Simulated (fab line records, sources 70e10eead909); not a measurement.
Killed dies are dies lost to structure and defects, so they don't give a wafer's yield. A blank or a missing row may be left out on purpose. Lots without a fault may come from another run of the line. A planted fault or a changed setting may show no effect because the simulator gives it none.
Which tool did it? | flow nand_harc | 12 lots, 36 wafers sampled, at 6 steps of a route of 1159

WHAT THE GAUGES READ, wafer by wafer
NHARC_A_CHANNEL_HOLE_D1_CD_MEAS_18. Usual: cd_nm 98.5 nm, standard deviation 1.6.
lot  | measured     | on        | cd_nm (nm)        | flag
L565 | day 7 17:57  | cd_sem-03 | 100.0 99.2 100.0  |
L566 | day 8 18:56  | cd_sem-02 | 99.1 99.4 99.9    |
L567 | day 8 19:45  | cd_sem-02 | 96.0 96.6 98.7    |
L569 | day 9 03:11  | cd_sem-02 | 100.1 97.3 99.8   |
L574 | day 10 17:44 | cd_sem-02 | 97.0 97.2 97.5    |
L577 | day 11 11:50 | cd_sem-03 | 98.0 99.4 99.5    |
L578 | day 12 01:44 | cd_sem-01 | 100.3 100.7 100.7 |
L581 | day 12 10:22 | cd_sem-03 | 99.1 97.5 99.2    |
L582 | day 12 20:29 | cd_sem-03 | 98.2 98.3 98.7    |
L583 | day 12 20:39 | cd_sem-01 | 98.0 99.8 100.6   |
L584 | day 13 03:35 | cd_sem-01 | 97.7 96.4 96.5    |
L588 | day 14 05:58 | cd_sem-01 | 99.2 100.8 99.4   |

NHARC_A_CHANNEL_HOLE_D1_INSPECT_40. Usual: raw_defect_count 62, standard deviation 17.
lot  | measured     | on                | raw_defect_count | flag
L565 | day 7 23:43  | defect_inspect-02 | 54 80 58         |
L566 | day 9 00:44  | defect_inspect-02 | 56 68 73         |
L567 | day 9 04:24  | defect_inspect-01 | 44 42 51         |
L569 | day 9 09:55  | defect_inspect-02 | 50 45 66         |
L574 | day 10 23:29 | defect_inspect-02 | 454 56 404       | OFF
L577 | day 11 17:38 | defect_inspect-02 | 378 464 53       | OFF
L578 | day 12 07:32 | defect_inspect-01 | 60 73 58         |
L581 | day 12 16:08 | defect_inspect-01 | 105 90 91        |
L582 | day 13 02:16 | defect_inspect-01 | 50 98 60         |
L583 | day 13 06:27 | defect_inspect-01 | 76 81 65         |
L584 | day 13 10:35 | defect_inspect-02 | 100 94 58        |
L588 | day 14 11:47 | defect_inspect-02 | 45 25 42         |

NHARC_END_SORT_01. Usual: killed_at_array 28, standard deviation 11; killed_at_other 0.9, standard deviation 1.2; killed_at_periphery 2.6, standard deviation 2.1; killed_dies 31, standard deviation 11; killed_open 3.1, standard deviation 1.7; killed_short 1.9, standard deviation 1.3.
lot  | measured     | on        | killed_at_array | killed_at_other | killed_at_periphery | killed_dies | killed_open | killed_short | flag
L574 | day 24 06:23 | prober-01 | 49 12 55        | 0 1 1           | 2 4 0               | 51 17 56    | 0 2 1       | 0 6 0        |
L577 | day 25 18:23 | prober-01 | 61 72 19        | 0 0 0           | 2 2 2               | 63 74 21    | 0 3 3       | 2 1 1        |

WHICH TOOL RAN EACH LOT (tool, then ch and the chambers of the sampled wafers, then the start)
lot  | NHARC_A_CHANNEL_HOLE_D1_ETCH_25  | NHARC_A_CHANNEL_HOLE_D1_STRIP_27              | NHARC_A_CHANNEL_FILL_D1_ALD_14
L565 | har_etch-01 ch 0,1, day 7 20:55  | rie_diel-12 ch 0,1, day 7 23:43 or earlier    | ald_hk-03 ch 0,1,3, day 8 07:02
L566 | har_etch-01 ch 1, day 8 21:54    | rie_diel-10 ch 0,1,2, day 9 00:44 or earlier  | ald_hk-01 ch 0,1,3, day 9 12:25
L567 | har_etch-02 ch 0,1, day 9 01:35  | rie_diel-10 ch 1,2,3, day 9 04:24 or earlier  | ald_hk-03 ch 0,1,3, day 9 12:20
L569 | har_etch-01 ch 0,1, day 9 07:15  | rie_diel-12 ch 1,2,3, day 9 09:55 or earlier  | ald_hk-04 ch 1,3, day 9 17:09
L574 | har_etch-02 ch 0,1, day 10 21:07 | rie_diel-12 ch 2,3, day 10 23:29 or earlier   | ald_hk-04 ch 1,2, day 11 08:19
L577 | har_etch-02 ch 0,1, day 11 14:57 | rie_diel-01 ch 0,1,2, day 11 17:38 or earlier | ald_hk-03 ch 0,2, day 12 00:50
L578 | har_etch-01 ch 0,1, day 12 05:08 | rie_diel-10 ch 2,3, day 12 07:32 or earlier   | ald_hk-04 ch 0,3, day 12 16:37
L581 | har_etch-01 ch 0,1, day 12 13:19 | rie_diel-01 ch 1,3, day 12 16:08 or earlier   | ald_hk-03 ch 0,1,3, day 12 23:46
L582 | har_etch-01 ch 0,1, day 12 23:37 | rie_diel-10 ch 0,2,3, day 13 02:16 or earlier | ald_hk-01 ch 0,1,2, day 13 09:31
L583 | har_etch-01 ch 0,1, day 13 03:46 | rie_diel-10 ch 0,1, day 13 06:27 or earlier   | ald_hk-03 ch 0,1,3, day 13 13:46
L584 | har_etch-01 ch 0,1, day 13 07:47 | rie_diel-10 ch 1,2,3, day 13 10:35 or earlier | ald_hk-03 ch 0,2,3, day 13 17:24
L588 | har_etch-02 ch 0,1, day 14 09:15 | rie_diel-10 ch 0,1,3, day 14 11:47 or earlier | ald_hk-01 ch 1,2,3, day 14 19:01
- NHARC_A_CHANNEL_HOLE_D1_ETCH_25: etches the open film in C4F8/O2/Ar, time 1040.2 s, target depth 1500 nm.
- NHARC_A_CHANNEL_HOLE_D1_STRIP_27: strips in O2.
- NHARC_A_CHANNEL_FILL_D1_ALD_14: deposits SiO2, target thk 2.5 nm, pulse time 10 s, ald cycles 25.

WHAT THE TOOLS THEMSELVES READ (means of the sampled wafers that have a number; where no wafer has one, the mark that the record gives instead)
NHARC_A_CHANNEL_HOLE_D1_ETCH_25. Usual: chamber_pressure_mTorr 19.998 mTorr, standard deviation 0.02; drypump_motor_current_A 5.2 A, standard deviation 0.42; showerhead_plenum_p_Torr 3.70 Torr, standard deviation 0.11; throttle_valve_pct 32.234 %, standard deviation 0.0097.
lot  | tool        | chamber_pressure_mTorr (mTorr) | drypump_motor_current_A (A) | showerhead_plenum_p_Torr (Torr) | throttle_valve_pct (%) | flag
L565 | har_etch-01 | 19.983                         | 5.0                         | 3.68                            | 32.233                 |
L566 | har_etch-01 | 20.005                         | 4.9                         | 3.61                            | 32.240                 |
L567 | har_etch-02 | 19.993                         | 5.6                         | 3.69                            | 32.227                 |
L569 | har_etch-01 | 19.997                         | 5.1                         | 3.72                            | 32.241                 |
L574 | har_etch-02 | 20.022                         | 5.2                         | 3.77                            | 32.244                 |
L577 | har_etch-02 | 19.993                         | 5.2                         | 3.76                            | 32.228                 |
L578 | har_etch-01 | 20.026                         | 5.1                         | 3.71                            | 32.227                 |
L581 | har_etch-01 | 20.001                         | 5.0                         | 3.65                            | 32.235                 |
L582 | har_etch-01 | 19.991                         | 5.1                         | 3.65                            | 32.232                 |
L583 | har_etch-01 | 19.981                         | 5.1                         | 3.70                            | 32.230                 |
L584 | har_etch-01 | 19.997                         | 5.0                         | 3.64                            | 32.230                 |
L588 | har_etch-02 | 19.992                         | 5.5                         | 3.67                            | 32.235                 |

NHARC_A_CHANNEL_HOLE_D1_STRIP_27. Usual: chamber_pressure_mTorr 60.00 mTorr, standard deviation 0.055; drypump_motor_current_A 5.8 A, standard deviation 0.53; oes_product_au 1.002 a.u., standard deviation 0.0078; rf_vpp_V 57.7 V, standard deviation 0.9; showerhead_plenum_p_Torr 3.52 Torr, standard deviation 0.12; throttle_valve_pct 17.036 %, standard deviation 0.0093.
lot  | tool        | chamber_pressure_mTorr (mTorr) | drypump_motor_current_A (A) | oes_product_au (a.u.) | rf_vpp_V (V) | showerhead_plenum_p_Torr (Torr) | throttle_valve_pct (%) | flag
L565 | rie_diel-12 | 59.96                          | 5.6                         | 1.006                 | 57.4         | 3.43                            | 17.038                 |
L566 | rie_diel-10 | 60.00                          | 5.9                         | 0.996                 | 57.9         | 3.56                            | 17.041                 |
L567 | rie_diel-10 | 59.95                          | 6.1                         | 1.000                 | 58.6         | 3.47                            | 17.038                 |
L569 | rie_diel-12 | 60.02                          | 5.4                         | 0.992                 | 57.1         | 3.51                            | 17.038                 |
L574 | rie_diel-12 | 59.97                          | 5.3                         | 1.000                 | 57.4         | 3.63                            | 17.033                 |
L577 | rie_diel-01 | 60.05                          | 5.7                         | 1.009                 | 58.7         | 3.49                            | 17.034                 |
L578 | rie_diel-10 | 60.04                          | 6.5                         | 0.999                 | 57.6         | 3.42                            | 17.035                 |
L581 | rie_diel-01 | 60.00                          | 5.3                         | 1.013                 | 58.0         | 3.43                            | 17.033                 |
L582 | rie_diel-10 | 60.06                          | 6.4                         | 0.999                 | 58.1         | 3.51                            | 17.035                 |
L583 | rie_diel-10 | 59.97                          | 5.8                         | 1.005                 | 57.6         | 3.63                            | 17.031                 |
L584 | rie_diel-10 | 60.02                          | 6.1                         | 0.996                 | 57.6         | 3.47                            | 17.038                 |
L588 | rie_diel-10 | 59.99                          | 6.0                         | 1.001                 | 57.1         | 3.54                            | 17.039                 |

NHARC_A_CHANNEL_FILL_D1_ALD_14. Usual: heater_power_w 457 W, standard deviation 37; precursor_pulse_height_rel 1.001, standard deviation 0.019.
lot  | tool      | heater_power_w (W) | precursor_pulse_height_rel | flag
L565 | ald_hk-03 | 457                | 1.009                      |
L566 | ald_hk-01 | 445                | 1.002                      |
L567 | ald_hk-03 | 458                | 0.990                      |
L569 | ald_hk-04 | 481                | 0.997                      |
L574 | ald_hk-04 | 483                | 0.993                      |
L577 | ald_hk-03 | 420                | 0.991                      |
L578 | ald_hk-04 | 445                | 1.018                      |
L581 | ald_hk-03 | 465                | 0.996                      |
L582 | ald_hk-01 | 480                | 1.015                      |
L583 | ald_hk-03 | 465                | 1.003                      |
L584 | ald_hk-03 | 447                | 0.992                      |
L588 | ald_hk-01 | 482                | 0.989                      |

THE ANSWER, worked out from the rows above alone
Rule: a lot is off if the mean of its wafers that have a number lies more than 3 standard deviations from the usual mean. A lot without any number at a reading at which 4 lots or more have one is off too. The other lots that the step has rows for count as sound. The gauges are gone through in route order, then the tools' own readings, and for those a lot's mean is taken as printed above. The first step at which some lot is off is used, and at that step the reading that is off furthest; a lot without a number counts as furthest.
Off: L574, L577, at NHARC_A_CHANNEL_HOLE_D1_INSPECT_40 (raw_defect_count).
A tool fits if, at a process step before that reading, it ran every lot that is off, and no sound lot after the first of them. The gauges at NHARC_A_CHANNEL_HOLE_D1_INSPECT_40 are tried like those tools. NHARC_A_CHANNEL_HOLE_D1_STRIP_27 gives no start for some lots, so the hours and the order of its lots are those of NHARC_A_CHANNEL_HOLE_D1_INSPECT_40. None of those tried fits.

WHAT THE SIMULATOR HAD PUT IN
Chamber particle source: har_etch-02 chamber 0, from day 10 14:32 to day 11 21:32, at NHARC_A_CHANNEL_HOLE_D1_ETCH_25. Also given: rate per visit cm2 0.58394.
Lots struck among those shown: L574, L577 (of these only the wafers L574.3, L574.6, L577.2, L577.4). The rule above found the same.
